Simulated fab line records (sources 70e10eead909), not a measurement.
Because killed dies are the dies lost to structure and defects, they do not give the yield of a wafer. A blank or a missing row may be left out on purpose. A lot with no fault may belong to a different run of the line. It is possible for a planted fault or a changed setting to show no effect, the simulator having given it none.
What tool caused it? :: flow nand_harc :: 7 lots with 21 wafers sampled at 3 steps, on a route of 1302 steps

## WHAT EACH GAUGE READ, for each wafer
NHARC_END_WLT_00.
lot: L768
measured: day 25 03:35
on: prober-02
VT_DECK1_MEDIAN_NEAR_BOTTOM: 0.871 0.868 0.866

lot: L767
measured: day 25 11:23
on: prober-02
VT_DECK1_MEDIAN_NEAR_BOTTOM: 0.866 0.875 0.871

lot: L776
measured: day 28 19:39
on: prober-01
VT_DECK1_MEDIAN_NEAR_BOTTOM: 0.877 0.884

lot: L781
measured: day 31 07:41
on: prober-01
VT_DECK1_MEDIAN_NEAR_BOTTOM: 0.882 0.888 0.873

lot: L784
measured: day 32 03:20
on: prober-02
VT_DECK1_MEDIAN_NEAR_BOTTOM: 0.871 0.867 0.863

lot: L785
measured: day 32 05:27
on: prober-01
VT_DECK1_MEDIAN_NEAR_BOTTOM: 0.876 0.864 0.871

lot: L787
measured: day 34 04:13
on: prober-02
VT_DECK1_MEDIAN_NEAR_BOTTOM: 0.877 0.883 0.885

## WHICH TOOL RAN EACH LOT (tool, then ch and the chambers of the sampled wafers, then the start)
lot: L768
NHARC_THIN_TSV_DESCUM_35: rie_diel-07 ch 0,1,2, day 24 21:46
NHARC_THIN_TSV_ETCH_36: rie_metal-01 ch 0, day 24 22:08

lot: L767
NHARC_THIN_TSV_DESCUM_35: rie_diel-05 ch 0,3, day 25 02:29
NHARC_THIN_TSV_ETCH_36: rie_metal-03 ch 0,1, day 25 02:53

lot: L776
NHARC_THIN_TSV_DESCUM_35: rie_diel-05 ch 0,1,2, day 28 13:12
NHARC_THIN_TSV_ETCH_36: rie_metal-01 ch 0,1, day 28 13:36

lot: L781
NHARC_THIN_TSV_DESCUM_35: rie_diel-06 ch 0,1,3, day 30 23:43
NHARC_THIN_TSV_ETCH_36: rie_metal-03 ch 0,1, day 31 00:07

lot: L784
NHARC_THIN_TSV_DESCUM_35: rie_diel-07 ch 2,3, day 31 14:37
NHARC_THIN_TSV_ETCH_36: rie_metal-01 ch 0,1, day 31 14:59

lot: L785
NHARC_THIN_TSV_DESCUM_35: rie_diel-06 ch 2,3, day 31 20:35
NHARC_THIN_TSV_ETCH_36: rie_metal-03 ch 0,1, day 31 20:58

lot: L787
NHARC_THIN_TSV_DESCUM_35: rie_diel-07 ch 0,1,3, day 33 18:15
NHARC_THIN_TSV_ETCH_36: rie_metal-01 ch 0,1, day 33 18:38
- NHARC_THIN_TSV_DESCUM_35: chemistry O2, time 3 s.
- NHARC_THIN_TSV_ETCH_36: etches the open film in Cl2/BCl3, target depth 65 nm, time 18.571 s.

## THE ANSWER, worked out from the rows above alone
Rule: the lots themselves supply what counts as usual. Put in order of their means at a reading, lots are off if they are a third of the lots or fewer, leave a main group of 4 or more, and stand apart from it by a gap of 3 or more times the standard deviation of the main group's means; of several such gaps the widest counts. A main group is skipped when, at the precision printed for the reading in the tables above, its means are all equal. A lot without any number at a reading at which 4 lots or more have one is off too. All remaining lots with rows at the step are treated as sound.
No lot is off on any of the readings shown, so nothing can be concluded from this.

## WHAT THE SIMULATOR PUT IN
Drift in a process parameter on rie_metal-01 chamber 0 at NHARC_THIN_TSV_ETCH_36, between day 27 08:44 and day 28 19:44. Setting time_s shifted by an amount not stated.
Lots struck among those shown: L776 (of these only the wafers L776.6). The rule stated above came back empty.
